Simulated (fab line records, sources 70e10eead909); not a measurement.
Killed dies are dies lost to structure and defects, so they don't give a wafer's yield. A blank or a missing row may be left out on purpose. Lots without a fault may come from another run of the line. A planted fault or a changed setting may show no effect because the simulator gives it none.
fab line records | flow nand_harc
record lots=24 wafers=72 last_day=33
route steps=1302 shown A_CONTACT@1044
lots that met no fault: from a run of the same line without faults
start_h: hours from the record's first day to the start of the lot's first wafer shown | wait_h: hours since the lot's step before | " the same as in the row above | L1.1+2: a row that stands for several wafers | - no value, or no start given | * or withheld: withheld | < > ~ a bound
route shown NAME@n: a module of which the file shows steps, and the number in the route of the first | usual: mean/standard deviation of fault-free wafers | same: alike in all rows | chamber/n: place in a boat | sites: the reading at each site | _std_site: their standard deviation | _edge_site: outer sites' mean less inner sites' | radius_mm: how far each site lies from the wafer's centre | mask NAME#n: copy n | behind: the tool/chamber that last shaped the wafer | hold: why the lot was held/for how many hours/how that ended | device: the transistor (n, p or np) that didn't switch | end of line: the same wafers' tests at the end of the route | a step without rows: its recipe alone | killed: dies lost to structure and defects at the first sort, not the wafer's yield | map: a wafer's dies, x killed, . not, _ none there
set.NAME: the setting as run; set.NAME@STEP: as run at that earlier step | model.NAME: the simulator's own value behind a step, which no gauge read
steps of the route over a sample of lots; a table a step, a row a wafer
services: from which hour (start_h, from the record's first day; less than 0 if before it) a tool's chamber was out of use, for how many hours, and why
## steps
# step NHARC_A_CONTACT_ETCH_76
# recipe target_depth_a=2600 over_etch_frac=0.3 time_s=475.3 ion_energy_ev=200 n2_flow_sccm=150 h2_flow_sccm=150 ar_flow_sccm=0 rf_w=400 bias_w=150 chemistry=N2/H2
# usual drypump_motor_current_A=5.8/0.51 oes_product_au=1.003/0.012 rf_vpp_V=429.6/2.9 showerhead_plenum_p_Torr=2.01/0.11 throttle_valve_pct=14.171/0.0086
# columns lot.wafer tool chamber start_h wait_h drypump_motor_current_A oes_product_au rf_hours_counter_h rf_vpp_V showerhead_plenum_p_Torr throttle_valve_pct
L074.2 rie_diel-13 0 - - 6.5 0.993 26 433.6 2.17 14.178
L074.3 " 1 " " 5.1 0.998 25 427.6 1.90 14.172
L074.5 " 0 " " 6.5 0.997 - 433.5 2.17 14.172
L075.2 rie_diel-10 1 - - 6.1 1.014 24 429.0 1.97 14.167
L075.3 " 0 " " 6.3 1.019 21 431.7 2.01 14.168
L075.5 " 2 " " 5.5 1.022 - 435.6 2.21 14.179
L076.3 rie_diel-10 3 - - 6.2 1.013 22 429.3 2.06 14.170
L076.6 " 3 " " 6.2 1.023 - 430.8 2.06 14.163
L076.5 " 0 " " 6.3 1.010 - 429.6 2.00 14.153
L077.2 rie_diel-13 1 - - 5.2 0.995 2 426.4 1.90 14.164
L077.4 " 2 " " 5.9 1.005 3 426.7 1.92 14.154
L077.6 " 1 " " 5.2 0.974 - 426.3 1.90 14.172
L079.2 rie_diel-10 1 - - 6.1 0.995 39 428.2 1.97 14.169
L079.5 " 3 " " 6.1 1.011 - 431.4 2.05 14.149
L079.6 " 0 " " 6.3 1.016 - 429.4 2.00 14.176
L078.4 rie_diel-13 2 - - 5.9 0.997 4 427.2 1.92 14.181
L078.3 " 0 " " 6.5 1.003 3 432.1 2.17 14.166
L078.5 " 2 " " 5.9 1.003 - 427.7 1.92 14.170
L080.3 rie_diel-13 3 - - 5.2 0.991 7 426.5 1.93 14.165
L080.4 " 0 " " 6.5 1.015 7 433.9 2.17 14.153
L080.6 " 2 " " 5.9 0.991 - 426.8 1.92 14.172
L082.4 rie_diel-11 0 - - 5.3 1.000 45 433.7 2.16 14.181
L082.2 " 2 " " 5.5 1.001 41 428.0 1.93 14.174
L082.5 " 0 " " 5.3 1.014 - 433.6 2.16 14.158
L081.2 rie_diel-13 0 - - 6.5 1.006 10 433.6 2.17 14.160
L081.4 " 2 " " 5.9 1.000 10 427.9 1.92 14.173
L081.6 " 0 " " 6.5 1.006 - 433.5 2.17 14.175
L083.4 rie_diel-13 2 - - 5.9 1.009 11 428.4 1.92 14.181
L083.3 " 0 " " 6.5 0.999 11 432.0 2.17 14.177
L083.2 " 1 " " 5.1 1.005 12 425.9 1.90 14.165
L084.4 rie_diel-10 1 - - 6.1 0.997 56 428.8 1.96 14.166
L084.3 " 0 " " 6.3 1.009 52 429.4 1.99 14.172
L084.6 " 1 " " 6.1 0.998 - 428.4 1.96 14.175
L085.2 rie_diel-13 0 - - 6.5 1.000 16 432.9 2.16 14.191
L085.3 " 1 " " 5.2 0.991 17 426.4 1.89 14.171
L085.5 " 3 " " 5.2 0.991 - 426.0 1.93 14.162
L086.4 rie_diel-10 0 - - 6.3 1.016 2 429.8 1.99 14.157
L086.6 " 1 " " 6.2 1.002 - 428.1 1.96 14.176
L086.5 " 2 " " 5.5 1.020 - 435.9 2.20 14.164
L088.3 rie_diel-13 0 - - 6.5 0.997 19 431.8 2.16 14.177
L088.2 " 2 " " 5.9 0.985 21 426.2 1.92 14.178
L088.6 " 0 " " 6.5 0.996 - 434.6 2.16 14.194
L087.3 rie_diel-10 1 - - 6.2 1.005 8 428.6 1.96 14.171
L087.4 " 3 " " 6.1 0.993 7 430.4 2.04 14.163
L087.6 " 1 " " 6.1 1.004 - 428.2 1.96 14.180
L089.3 rie_diel-13 3 - - 5.1 1.011 21 426.3 1.92 14.173
L089.2 " 0 " " 6.5 0.995 20 434.1 2.16 14.172
L089.4 " 1 " " 5.1 0.978 20 426.1 1.89 14.172
L090.4 rie_diel-11 0 - - 5.3 1.028 16 432.2 2.15 14.174
L090.6 " 3 " " 6.3 1.010 - 431.5 2.07 14.174
L090.5 " 0 " " 5.3 1.021 - 433.9 2.15 14.168
L091.4 rie_diel-10 0 - - 6.3 1.010 18 429.8 1.99 14.177
L091.3 " 1 " " 6.2 1.003 19 427.7 1.95 14.173
L091.5 " 3 " " 6.1 1.021 - 428.1 2.04 14.174
L093.1 rie_diel-13 0 - - 6.5 1.004 24 433.8 2.16 14.178
L093.6 " 1 " " 5.2 0.979 - 426.0 1.89 14.163
L093.5 " 2 " " 5.9 0.985 - 427.3 1.92 14.183
L092.4 rie_diel-10 0 - - 6.3 1.000 23 429.8 1.98 14.170
L092.3 " 2 " " 5.5 1.014 17 434.2 2.19 14.171
L092.5 " 0 " " 6.3 1.009 - 429.3 1.98 14.178
L094.3 rie_diel-13 3 - - 5.2 0.991 29 425.9 1.92 14.167
L094.1 " 2 " " 5.9 0.989 28 427.1 1.91 14.183
L094.6 " 0 " " 6.5 0.981 - 432.8 2.16 14.173
L095.1 rie_diel-13 3 - - 5.2 1.012 0 427.8 1.92 14.170
L095.4 " 0 " " 6.5 1.020 0 434.1 2.16 14.167
L095.5 " 1 " " 5.2 1.001 - 426.5 1.89 14.162
L097.1 rie_diel-11 2 - - 5.5 1.016 39 427.6 1.92 14.163
L097.3 " 1 " " 6.3 1.011 35 431.4 2.05 14.170
L097.5 " 1 " " 6.4 1.019 - 430.7 2.05 14.180
L096.2 rie_diel-13 0 - - 6.5 1.008 3 434.2 2.16 14.164
L096.4 " 2 " " 5.9 0.994 2 426.8 1.91 14.171
L096.5 " 0 " " 6.5 1.012 - 432.8 2.16 14.175
# step NHARC_A_CONTACT_ETCH_125
# recipe source_w=withheld pressure_mtorr=20 bias_v=3000 time_s=197 target_depth_a=19180 ar_flow_sccm=withheld c4f8_flow_sccm=withheld o2_flow_sccm=withheld chemistry=C4F8/O2/Ar
# columns lot.wafer tool chamber start_h wait_h rf_hours_counter_h
L074.2 har_cap_etch-02 0 503.97 0.2 79
L074.3 " 0 " " -
L074.5 " 0 " " -
L075.2 har_cap_etch-02 0 506.97 0.2 81
L075.3 " 0 " " -
L075.5 " 0 " " -
L076.3 har_cap_etch-02 0 515.23 0.2 -
L076.6 " 0 " " -
L076.5 " 1 " " -
L077.2 har_cap_etch-02 1 543.59 0.2 88
L077.4 " 1 " " -
L077.6 " 1 " " -
L079.2 har_cap_etch-03 1 545.54 0.2 47
L079.6 " 1 " " -
L079.5 " 0 " " -
L078.4 har_cap_etch-01 0 550.93 0.2 -
L078.3 " 1 " " -
L078.5 " 1 " " -
L080.4 har_cap_etch-03 0 564.90 0.2 -
L080.3 " 1 " " -
L080.6 " 1 " " -
L082.2 har_cap_etch-02 0 586.27 0.2 95
L082.4 " 1 " " -
L082.5 " 0 " " -
L081.2 har_cap_etch-01 0 588.23 0.2 11
L081.4 " 1 " " -
L081.6 " 1 " " -
L083.2 har_cap_etch-03 0 591.40 0.2 58
L083.3 " 0 " " -
L083.4 " 1 " " -
L084.3 har_cap_etch-02 1 591.95 0.2 -
L084.4 " 0 " " -
L084.6 " 1 " " -
L085.2 har_cap_etch-01 0 619.06 0.2 15
L085.3 " 1 " " -
L085.5 " 1 " " -
L086.4 har_cap_etch-03 1 621.38 0.2 -
L086.5 " 0 " " -
L086.6 " 1 " " -
L088.2 har_cap_etch-01 0 637.26 0.2 19
L088.3 " 1 " " -
L088.6 " 0 " " -
L087.4 har_cap_etch-03 1 638.10 0.2 -
L087.3 " 0 " " -
L087.6 " 0 " " -
L089.2 har_cap_etch-02 1 640.53 0.2 107
L089.4 " 0 " " -
L089.3 " 1 " " -
L090.4 har_cap_etch-02 0 663.21 0.2 -
L090.6 " 0 " " -
L090.5 " 1 " " -
L091.3 har_cap_etch-01 1 664.67 0.2 -
L091.4 " 0 " " -
L091.5 " 1 " " -
L093.1 har_cap_etch-03 1 681.46 0.2 75
L093.6 " 1 " " -
L093.5 " 0 " " -
L092.4 har_cap_etch-02 0 683.97 0.2 -
L092.3 " 1 " " -
L092.5 " 1 " " -
L094.1 har_cap_etch-01 1 695.24 0.2 31
L094.3 " 1 " " -
L094.6 " 0 " " -
L095.1 har_cap_etch-02 1 710.00 0.2 119
L095.4 " 1 " " -
L095.5 " 1 " " -
L097.1 har_cap_etch-02 1 716.83 0.2 120
L097.3 " 0 " " -
L097.5 " 1 " " -
L096.2 har_cap_etch-03 0 718.71 0.2 83
L096.4 " 1 " " -
L096.5 " 1 " " -
# step NHARC_A_CONTACT_STRIP_82
# recipe o2_flow_sccm=500 ar_flow_sccm=0 bias_w=0 chemistry=O2
# usual drypump_motor_current_A=5.8/0.49 oes_product_au=1.002/0.012 rf_vpp_V=57.6/1 showerhead_plenum_p_Torr=3.48/0.16 throttle_valve_pct=17.037/0.0089
# columns lot.wafer tool chamber start_h wait_h drypump_motor_current_A oes_product_au rf_hours_counter_h rf_vpp_V showerhead_plenum_p_Torr throttle_valve_pct
L074.3 rie_diel-11 1 - - 6.4 1.018 18 58.8 3.58 17.028
L074.2 " 3 " " 6.3 1.007 18 57.8 3.61 17.048
L074.5 " 2 " " 5.5 1.016 - 56.8 3.37 17.029
L075.2 rie_diel-13 1 - - 5.2 0.993 26 56.1 3.31 17.048
L075.3 " 2 " " 5.9 0.998 26 56.9 3.35 17.024
L075.5 " 2 " " 5.9 0.994 - 57.3 3.35 17.060
L076.3 rie_diel-13 1 - - 5.1 0.993 28 56.6 3.31 17.036
L076.6 " 1 " " 5.2 0.978 - 56.4 3.31 17.044
L076.5 " 0 " " 6.5 0.997 - 58.0 3.73 17.024
L077.2 rie_diel-13 2 - - 5.9 0.990 4 58.2 3.35 17.044
L077.4 " 0 " " 6.5 0.996 3 59.6 3.73 17.041
L077.6 " 1 " " 5.1 0.985 - 55.3 3.31 17.026
L079.2 rie_diel-11 0 - - 5.3 1.003 36 58.2 3.72 17.043
L079.5 " 1 " " 6.4 1.019 - 58.1 3.57 17.044
L079.6 " 2 " " 5.6 0.999 - 58.8 3.37 17.048
L078.3 rie_diel-13 1 - - 5.2 0.983 5 57.6 3.31 17.027
L078.4 " 3 " " 5.1 0.994 6 56.6 3.35 17.044
L078.5 " 1 " " 5.2 0.980 - 57.3 3.30 17.044
L080.3 rie_diel-13 3 - - 5.2 1.002 8 57.6 3.35 17.048
L080.4 " 0 " " 6.5 1.016 7 58.1 3.73 17.038
L080.6 " 2 " " 5.9 0.992 - 57.2 3.34 17.068
L082.4 rie_diel-10 3 - - 6.2 1.015 50 57.4 3.54 17.050
L082.2 " 1 " " 6.1 0.991 56 57.0 3.41 17.025
L082.5 " 2 " " 5.5 1.029 - 58.0 3.78 17.039
L081.2 rie_diel-11 2 - - 5.6 1.015 43 57.4 3.36 17.043
L081.4 " 3 " " 6.3 0.996 44 60.0 3.59 17.042
L081.6 " 3 " " 6.3 0.992 - 58.2 3.59 17.034
L084.4 rie_diel-10 2 - - 5.5 1.029 52 59.1 3.78 17.036
L084.3 " 3 " " 6.2 1.013 52 57.4 3.54 17.038
L084.6 " 0 " " 6.3 0.998 - 59.4 3.46 17.026
L083.2 rie_diel-11 0 - - 5.3 1.006 53 57.8 3.71 17.040
L083.4 " 1 " " 6.4 1.015 49 58.3 3.56 17.042
L083.3 " 2 " " 5.6 1.004 46 56.3 3.36 17.044
L085.3 rie_diel-13 3 - - 5.1 0.999 18 55.9 3.35 17.050
L085.2 " 1 " " 5.2 0.999 18 59.6 3.30 17.023
L085.5 " 2 " " 5.9 0.994 - 56.6 3.34 17.049
L086.4 rie_diel-13 0 - - 6.5 0.992 17 57.9 3.72 17.048
L086.5 " 1 " " 5.2 0.997 - 56.6 3.30 17.023
L086.6 " 2 " " 5.9 0.997 - 57.7 3.34 17.049
L088.3 rie_diel-11 3 - - 6.3 1.006 5 56.4 3.58 17.026
L088.2 " 0 " " 5.3 1.016 6 59.5 3.70 17.044
L088.6 " 3 " " 6.3 1.006 - 58.6 3.58 17.031
L087.3 rie_diel-10 1 - - 6.1 1.001 10 59.3 3.40 17.032
L087.4 " 3 " " 6.2 1.010 9 57.9 3.53 17.049
L087.6 " 1 " " 6.1 0.994 - 58.8 3.40 17.036
L089.3 rie_diel-13 3 - - 5.2 1.002 22 57.8 3.34 17.034
L089.4 " 0 " " 6.5 1.004 21 57.5 3.72 17.053
L089.2 " 1 " " 5.1 0.999 21 59.1 3.30 17.020
L090.4 rie_diel-10 1 - - 6.1 1.000 20 57.0 3.39 17.037
L090.5 " 3 " " 6.2 1.014 - 59.1 3.53 17.025
L090.6 " 0 " " 6.3 1.002 - 58.3 3.44 17.046
L091.3 rie_diel-10 3 - - 6.2 1.006 18 57.2 3.53 17.036
L091.4 " 1 " " 6.1 1.005 20 56.9 3.39 17.037
L091.5 " 0 " " 6.3 1.004 - 58.4 3.44 17.043
L093.1 rie_diel-13 3 - - 5.1 1.002 28 56.4 3.34 17.030
L093.5 " 1 " " 5.1 0.972 - 57.1 3.29 17.030
L093.6 " 2 " " 5.9 0.979 - 57.2 3.33 17.036
L092.4 rie_diel-11 2 - - 5.5 0.999 26 57.2 3.34 17.037
L092.3 " 0 " " 5.3 1.017 25 58.4 3.69 17.033
L092.5 " 3 " " 6.3 1.020 - 58.9 3.57 17.042
L094.3 rie_diel-11 0 - - 5.3 1.017 28 57.7 3.69 17.034
L094.1 " 3 " " 6.3 1.010 28 57.6 3.57 17.034
L094.6 " 0 " " 5.3 1.017 - 59.8 3.69 17.032
L095.4 rie_diel-13 2 - - 6.0 0.984 1 57.7 3.33 17.025
L095.1 " 0 " " 6.5 1.014 1 59.9 3.72 17.036
L095.5 " 2 " " 5.9 0.990 - 56.4 3.33 17.044
L097.3 rie_diel-10 1 - - 6.1 0.997 39 57.9 3.38 17.037
L097.1 " 3 " " 6.2 1.007 36 58.2 3.52 17.042
L097.5 " 2 " " 5.5 1.015 - 59.0 3.76 17.027
L096.4 rie_diel-13 0 - - 6.5 1.007 4 58.5 3.71 17.030
L096.2 " 1 " " 5.2 0.987 4 58.3 3.29 17.038
L096.5 " 3 " " 5.1 1.000 - 56.3 3.34 17.033
# step NHARC_A_CONTACT_INSPECT_10
# usual raw_defect_count=83/36
# columns lot.wafer tool chamber start_h wait_h raw_defect_count
L074.2 defect_inspect-01 - 509.88 0.0 21
L074.3 " - " " 18
L074.5 " - " " 13
L075.2 defect_inspect-02 - 512.80 0.0 48
L075.3 " - " " 51
L075.5 " - " " 62
L076.3 defect_inspect-01 - 521.35 0.0 155
L076.5 " - " " 154
L076.6 " - " " 153
L077.2 defect_inspect-01 - 550.48 0.0 58
L077.4 " - " " 57
L077.6 " - " " 60
L079.2 defect_inspect-01 - 553.84 0.0 70
L079.5 " - " " 51
L079.6 " - " " 70
L078.3 defect_inspect-02 - 559.15 0.0 141
L078.4 " - " " 135
L078.5 " - " " 157
L080.3 defect_inspect-02 - 571.77 0.0 29
L080.4 " - " " 36
L080.6 " - " " 18
L082.2 defect_inspect-01 - 593.47 0.0 112
L082.4 " - " " 125
L082.5 " - " " 129
L081.2 defect_inspect-02 - 594.97 0.0 85
L081.4 " - " " 95
L081.6 " - " " 84
L084.3 defect_inspect-02 - 599.07 0.0 84
L084.4 " - " " 76
L084.6 " - " " 96
L083.2 defect_inspect-02 - 600.45 0.0 81
L083.3 " - " " 90
L083.4 " - " " 84
L085.2 defect_inspect-01 - 626.70 0.0 92
L085.3 " - " " 78
L085.5 " - " " 80
L086.4 defect_inspect-02 - 628.25 0.0 149
L086.5 " - " " 113
L086.6 " - " " 127
L088.2 defect_inspect-01 - 643.50 0.0 79
L088.3 " - " " 50
L088.6 " - " " 76
L087.3 defect_inspect-02 - 645.18 0.0 83
L087.4 " - " " 101
L087.6 " - " " 82
L089.2 defect_inspect-01 - 646.45 0.0 112
L089.3 " - " " 143
L089.4 " - " " 156
L090.4 defect_inspect-02 - 670.89 0.0 65
L090.5 " - " " 47
L090.6 " - " " 47
L091.3 defect_inspect-01 - 675.16 0.0 107
L091.4 " - " " 117
L091.5 " - " " 119
L093.1 defect_inspect-01 - 687.25 0.0 112
L093.5 " - " " 122
L093.6 " - " " 108
L092.3 defect_inspect-02 - 690.79 0.0 65
L092.4 " - " " 72
L092.5 " - " " 50
L094.1 defect_inspect-01 - 701.44 0.0 55
L094.3 " - " " 70
L094.6 " - " " 56
L095.1 defect_inspect-02 - 717.88 0.0 27
L095.4 " - " " 32
L095.5 " - " " 20
L097.1 defect_inspect-02 - 723.84 0.0 91
L097.3 " - " " 72
L097.5 " - " " 85
L096.2 defect_inspect-02 - 729.52 0.0 100
L096.4 " - " " 101
L096.5 " - " " 106
# step NHARC_A_CONTACT_ETCH_30
# recipe target_depth_a=726 time_s=36.3 cf4_flow_sccm=100 chf3_flow_sccm=30 ar_flow_sccm=0 rf_w=500 bias_w=200 chemistry=CF4/CHF3
# usual drypump_motor_current_A=5.8/0.53 oes_product_au=0.939/0.022 rf_vpp_V=369.9/2.7 showerhead_plenum_p_Torr=1.55/0.076 throttle_valve_pct=16.802/0.0095
# columns lot.wafer tool chamber start_h wait_h drypump_motor_current_A oes_product_au rf_hours_counter_h rf_vpp_V showerhead_plenum_p_Torr throttle_valve_pct
L074.2 rie_diel-13 0 - - 6.5 0.977 28 372.3 1.67 16.807
L074.3 " 2 " " 5.9 0.959 26 367.7 1.49 16.807
L074.5 " 1 " " 5.1 0.952 - 367.3 1.47 16.812
L075.3 rie_diel-13 1 - - 5.1 0.914 27 367.9 1.47 16.810
L075.2 " 2 " " 5.9 0.924 27 366.6 1.49 16.802
L075.5 " 0 " " 6.6 0.924 - 373.7 1.67 16.798
L076.3 rie_diel-10 0 - - 6.3 0.941 32 369.6 1.55 16.801
L076.6 " 1 " " 6.1 0.935 - 369.8 1.52 16.813
L076.5 " 2 " " 5.5 0.933 - 374.3 1.69 16.813
L077.4 rie_diel-13 2 - - 5.9 0.917 5 368.9 1.49 16.806
L077.2 " 3 " " 5.1 0.922 5 367.7 1.49 16.797
L077.6 " 0 " " 6.5 0.931 - 373.2 1.66 16.794
L079.2 rie_diel-13 0 - - 6.5 0.931 5 374.1 1.66 16.810
L079.6 " 0 " " 6.5 0.932 - 373.8 1.66 16.806
L079.5 " 1 " " 5.2 0.924 - 367.8 1.47 16.817
L078.3 rie_diel-13 3 - - 5.1 0.925 7 367.0 1.49 16.806
L078.4 " 0 " " 6.5 0.931 6 373.9 1.66 16.808
L078.5 " 1 " " 5.2 0.913 - 366.9 1.47 16.803
L080.4 rie_diel-10 0 - - 6.3 0.973 47 370.4 1.54 16.777
L080.3 " 2 " " 5.5 1.003 47 373.9 1.69 16.814
L080.6 " 3 " " 6.1 0.981 - 371.0 1.58 16.795
L082.2 rie_diel-13 0 - - 6.5 0.964 12 373.0 1.66 16.802
L082.4 " 3 " " 5.2 0.958 12 366.7 1.49 16.813
L082.5 " 0 " " 6.5 0.951 - 375.0 1.66 16.811
L081.2 rie_diel-13 1 - - 5.1 0.931 13 367.1 1.47 16.814
L081.4 " 2 " " 5.9 0.927 13 366.4 1.49 16.794
L081.6 " 0 " " 6.5 0.933 - 373.6 1.66 16.795
L084.4 rie_diel-11 3 - - 6.3 0.914 49 372.2 1.60 16.786
L084.3 " 2 " " 5.5 0.929 46 367.5 1.50 16.802
L084.6 " 3 " " 6.3 0.917 - 370.9 1.60 16.795
L083.3 rie_diel-13 1 - - 5.2 0.962 14 368.9 1.47 16.800
L083.2 " 2 " " 5.9 0.957 14 368.4 1.49 16.799
L083.4 " 0 " " 6.5 0.982 13 374.8 1.66 16.794
L085.3 rie_diel-11 1 - - 6.4 0.985 1 371.6 1.59 16.812
L085.2 " 2 " " 5.5 0.996 1 366.5 1.49 16.798
L085.5 " 1 " " 6.4 0.995 - 372.9 1.59 16.803
L086.4 rie_diel-13 0 - - 6.5 0.921 18 373.5 1.66 16.811
L086.6 " 3 " " 5.2 0.915 - 367.3 1.49 16.808
L086.5 " 0 " " 6.5 0.922 - 375.5 1.66 16.802
L088.3 rie_diel-11 3 - - 6.3 0.935 6 372.5 1.60 16.792
L088.2 " 0 " " 5.3 0.938 7 371.7 1.65 16.815
L088.6 " 0 " " 5.3 0.944 - 372.1 1.65 16.802
L087.3 rie_diel-13 2 - - 5.9 0.919 23 367.2 1.49 16.807
L087.4 " 1 " " 5.1 0.911 21 366.8 1.47 16.788
L087.6 " 3 " " 5.2 0.923 - 370.0 1.49 16.798
L089.2 rie_diel-13 0 - - 6.5 0.930 22 373.2 1.66 16.809
L089.4 " 1 " " 5.2 0.918 21 366.7 1.47 16.805
L089.3 " 2 " " 5.8 0.910 23 367.9 1.49 16.793
L090.4 rie_diel-11 3 - - 6.3 0.947 19 371.1 1.59 16.822
L090.6 " 1 " " 6.4 0.938 - 372.4 1.59 16.808
L090.5 " 2 " " 5.5 0.937 - 366.3 1.49 16.816
L091.4 rie_diel-10 0 - - 6.3 0.914 22 369.2 1.54 16.832
L091.3 " 2 " " 5.5 0.921 15 374.4 1.68 16.786
L091.5 " 3 " " 6.1 0.918 - 370.9 1.57 16.795
L093.1 rie_diel-11 0 - - 5.3 0.943 25 373.4 1.65 16.809
L093.5 " 0 " " 5.3 0.942 - 373.2 1.65 16.796
L093.6 " 1 " " 6.4 0.933 - 371.9 1.58 16.795
L092.3 rie_diel-13 1 - - 5.2 0.959 25 366.8 1.47 16.805
L092.4 " 2 " " 5.9 0.950 28 368.4 1.49 16.791
L092.5 " 1 " " 5.1 0.962 - 366.3 1.47 16.793
L094.3 rie_diel-10 1 - - 6.2 0.937 35 368.6 1.51 16.796
L094.1 " 2 " " 5.5 0.938 27 374.1 1.68 16.808
L094.6 " 1 " " 6.1 0.921 - 368.3 1.51 16.816
L095.4 rie_diel-10 1 - - 6.1 0.918 39 367.9 1.51 16.794
L095.1 " 3 " " 6.2 0.922 36 369.4 1.57 16.805
L095.5 " 0 " " 6.3 0.926 - 369.5 1.53 16.805
L097.1 rie_diel-13 0 - - 6.5 0.987 4 374.6 1.66 16.803
L097.3 " 1 " " 5.1 0.968 4 366.7 1.47 16.819
L097.5 " 2 " " 5.9 0.944 - 366.5 1.48 16.784
L096.2 rie_diel-13 3 - - 5.1 0.922 4 368.2 1.49 16.805
L096.4 " 0 " " 6.5 0.945 4 373.2 1.66 16.805
L096.5 " 0 " " 6.5 0.939 - 374.0 1.66 16.805
# step NHARC_A_CONTACT_ETCH_98
# recipe target_depth_a=200 over_etch_frac=0.5 time_s=10 ion_energy_ev=250 c4f6_flow_sccm=25 o2_flow_sccm=20 ar_flow_sccm=500 rf_w=600 bias_w=500 chemistry=C4F6/O2
# usual drypump_motor_current_A=5.8/0.55 oes_product_au=0.954/0.02 rf_vpp_V=545/4 showerhead_plenum_p_Torr=3.85/0.19 throttle_valve_pct=26.904/0.0086
# columns lot.wafer tool chamber start_h wait_h drypump_motor_current_A oes_product_au rf_hours_counter_h rf_vpp_V showerhead_plenum_p_Torr throttle_valve_pct
L074.2 rie_diel-13 0 - - 6.5 0.961 28 551 4.14 26.903
L074.3 " 2 " " 5.9 0.948 27 544 3.73 26.903
L074.5 " 3 " " 5.2 0.983 - 541 3.74 26.907
L075.2 rie_diel-13 0 516.07 0.1 6.5 0.958 28 551 4.14 26.910
L075.3 " 1 " " 5.2 0.953 28 541 3.68 26.894
L075.5 " 3 " " 5.2 0.960 - 544 3.74 26.907
L076.3 rie_diel-11 0 - - 5.3 0.967 27 549 4.13 26.901
L076.5 " 2 " " 5.6 0.952 - 543 3.75 26.908
L076.6 " 3 " " 6.3 0.961 - 548 4.00 26.914
L077.2 rie_diel-13 1 - - 5.2 0.963 5 541 3.68 26.920
L077.4 " 3 " " 5.1 0.961 5 544 3.73 26.915
L077.6 " 1 " " 5.2 0.953 - 541 3.68 26.899
L079.2 rie_diel-13 3 - - 5.1 0.945 6 542 3.73 26.911
L079.6 " 1 " " 5.1 0.944 - 542 3.68 26.903
L079.5 " 2 " " 5.9 0.940 - 543 3.72 26.909
L078.4 rie_diel-13 3 - - 5.2 0.953 7 542 3.73 26.899
L078.3 " 1 " " 5.2 0.939 6 543 3.68 26.912
L078.5 " 0 " " 6.5 0.958 - 552 4.14 26.891
L080.4 rie_diel-13 0 - - 6.5 0.939 9 552 4.14 26.904
L080.3 " 2 " " 6.0 0.948 9 543 3.72 26.912
L080.6 " 3 " " 5.1 0.943 - 545 3.73 26.910
L082.4 rie_diel-13 2 - - 5.9 0.935 14 542 3.72 26.910
L082.2 " 0 " " 6.5 0.961 13 551 4.14 26.904
L082.5 " 1 " " 5.2 0.940 - 542 3.68 26.904
L081.4 rie_diel-13 0 - - 6.5 0.951 13 550 4.14 26.898
L081.2 " 1 " " 5.2 0.932 13 542 3.68 26.901
L081.6 " 0 " " 6.5 0.951 - 551 4.14 26.904
L084.4 rie_diel-11 2 - - 5.6 0.949 47 543 3.74 26.906
L084.3 " 0 " " 5.3 0.955 54 551 4.12 26.898
L084.6 " 3 " " 6.3 0.944 - 547 3.99 26.905
L083.3 rie_diel-13 0 - - 6.5 0.950 14 552 4.14 26.906
L083.4 " 1 " " 5.1 0.941 14 540 3.68 26.909
L083.2 " 2 " " 5.9 0.942 15 542 3.72 26.901
L085.3 rie_diel-13 1 - - 5.2 0.945 19 542 3.67 26.898
L085.2 " 2 " " 5.9 0.950 21 544 3.72 26.900
L085.5 " 0 " " 6.5 0.945 - 550 4.13 26.917
L086.4 rie_diel-13 3 - - 5.2 0.949 20 541 3.73 26.892
L086.5 " 0 " " 6.5 0.953 - 552 4.13 26.901
L086.6 " 1 " " 5.2 0.943 - 541 3.67 26.892
L088.2 rie_diel-11 2 - - 5.5 0.979 8 542 3.73 26.904
L088.3 " 3 " " 6.3 0.984 8 548 3.98 26.896
L088.6 " 1 " " 6.4 0.978 - 547 3.96 26.909
L087.4 rie_diel-13 0 - - 6.5 0.946 22 550 4.13 26.912
L087.3 " 1 " " 5.2 0.936 22 541 3.67 26.908
L087.6 " 0 " " 6.5 0.926 - 550 4.13 26.897
L089.2 rie_diel-10 1 - - 6.2 0.990 15 543 3.78 26.893
L089.3 " 2 " " 5.5 1.006 8 552 4.19 26.920
L089.4 " 3 " " 6.2 1.004 12 547 3.93 26.905
L090.4 rie_diel-10 2 - - 5.5 0.934 15 553 4.18 26.900
L090.5 " 1 " " 6.1 0.911 - 542 3.78 26.892
L090.6 " 2 " " 5.5 0.942 - 552 4.18 26.909
L091.4 rie_diel-10 0 - - 6.3 0.949 22 544 3.83 26.912
L091.3 " 2 " " 5.5 0.960 16 552 4.18 26.904
L091.5 " 3 " " 6.1 0.961 - 547 3.92 26.898
L093.1 rie_diel-13 0 - - 6.5 0.944 25 552 4.13 26.894
L093.5 " 1 " " 5.2 0.933 - 542 3.67 26.917
L093.6 " 2 " " 5.9 0.936 - 543 3.71 26.916
L092.3 rie_diel-10 3 - - 6.2 0.942 26 545 3.92 26.905
L092.4 " 0 " " 6.3 0.958 28 545 3.83 26.928
L092.5 " 2 " " 5.5 0.952 - 551 4.18 26.903
L094.1 rie_diel-13 2 - - 5.9 0.992 0 543 3.71 26.894
L094.3 " 0 " " 6.5 1.011 0 550 4.13 26.905
L094.6 " 3 " " 5.2 1.004 - 543 3.72 26.916
L095.4 rie_diel-13 0 - - 6.5 0.965 3 553 4.12 26.904
L095.1 " 3 " " 5.2 0.951 3 543 3.72 26.915
L095.5 " 0 " " 6.5 0.961 - 552 4.13 26.906
L097.3 rie_diel-13 3 - - 5.1 0.967 4 543 3.72 26.902
L097.1 " 0 " " 6.5 0.996 4 551 4.12 26.898
L097.5 " 2 " " 5.9 0.947 - 542 3.71 26.900
L096.2 rie_diel-13 3 - - 5.2 0.954 5 543 3.72 26.910
L096.4 " 0 " " 6.5 0.962 5 552 4.12 26.894
L096.5 " 1 " " 5.1 0.931 - 541 3.67 26.893
## services
# columns tool chamber start_h hours kind
har_cap_etch-01 - 498.78 17.0 pm
rie_diel-13 0 499.69 - clean
rie_diel-13 1 499.69 - clean
rie_diel-13 2 499.69 - clean
rie_diel-13 3 499.69 - clean
rie_diel-13 2 515.42 8.9 repair
rie_diel-13 - 519.50 9.0 pm
har_cap_etch-03 - 551.01 1.0 repair
rie_diel-13 0 581.21 2.0 repair
rie_diel-10 2 582.99 5.5 repair
rie_diel-10 - 602.53 9.0 pm
rie_diel-11 - 614.31 9.0 pm
rie_diel-10 2 621.33 14.7 repair
rie_diel-11 1 633.94 10.6 repair
rie_diel-13 2 656.08 23.4 repair
rie_diel-13 0 658.12 8.8 repair
rie_diel-13 - 661.48 13.2 repair
har_cap_etch-02 - 680.07 1.0 repair
rie_diel-13 - 681.11 1.4 repair
rie_diel-13 - 696.50 9.0 pm
rie_diel-11 0 711.30 6.6 repair
har_cap_etch-03 - 716.22 0.6 repair
rie_diel-10 1 722.44 14.7 repair
rie_diel-11 0 722.45 6.6 repair
## key
fault none
